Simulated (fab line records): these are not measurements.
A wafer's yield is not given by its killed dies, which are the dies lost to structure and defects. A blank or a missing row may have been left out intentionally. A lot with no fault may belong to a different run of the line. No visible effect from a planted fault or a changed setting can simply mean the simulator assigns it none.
Matching of chambers / flow nand harc / rie diel-02 running NHARC_A_BLC_DESCUM_15: 4 sister chambers
The step chemistry O2, time 3 s. 4 wafers are shown with their chamber, then 9 later ones without.

## WAFERS, EACH WITH ITS CHAMBER
wafer=L084.4; chamber=2; drypump motor current A (A)=6.3
wafer=L090.1; chamber=3; drypump motor current A (A)=6.1
wafer=L090.5; chamber=0; drypump motor current A (A)=6.6
wafer=L090.6; chamber=1; drypump motor current A (A)=5.8

## WAFERS MISSING THEIR CHAMBER
wafer=L093.1; drypump motor current A (A)=6.1
wafer=L093.3; drypump motor current A (A)=5.7
wafer=L093.4; drypump motor current A (A)=6.3
wafer=L097.4; drypump motor current A (A)=6.1
wafer=L097.5; drypump motor current A (A)=6.1
wafer=L097.6; drypump motor current A (A)=6.6
wafer=L097.1; drypump motor current A (A)=6.2
wafer=L097.2; drypump motor current A (A)=5.7
wafer=L097.3; drypump motor current A (A)=6.6

## WHICH CHAMBER EACH ONE RAN IN
wafer=L093.1; from the rows above=3; in truth=3
wafer=L093.3; from the rows above=1; in truth=1
wafer=L093.4; from the rows above=2; in truth=2
wafer=L097.4; from the rows above=3; in truth=3
wafer=L097.5; from the rows above=3; in truth=3
wafer=L097.6; from the rows above=0; in truth=0
wafer=L097.1; from the rows above=can't be placed: 2 or 3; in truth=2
wafer=L097.2; from the rows above=1; in truth=1
wafer=L097.3; from the rows above=0; in truth=0
8 of 9 placed correctly. Cannot be placed on the basis of these rows: 1; the candidates contain the true chamber in 1. 0 placed wrongly.
How it was worked out, from the rows above alone: a wafer's distance from a chamber is the root of the sum, over the readings, of the square of ((its reading less the chamber's mean) divided by the reading's scatter). The wafer belongs to the nearest chamber; if the next one is less than 2 further off, it can't be placed. The mean given for a chamber averages the wafers shown for that chamber. The scatter: root of mean squared gap, hidden wafer to nearest shown wafer, with one shown wafer a chamber.
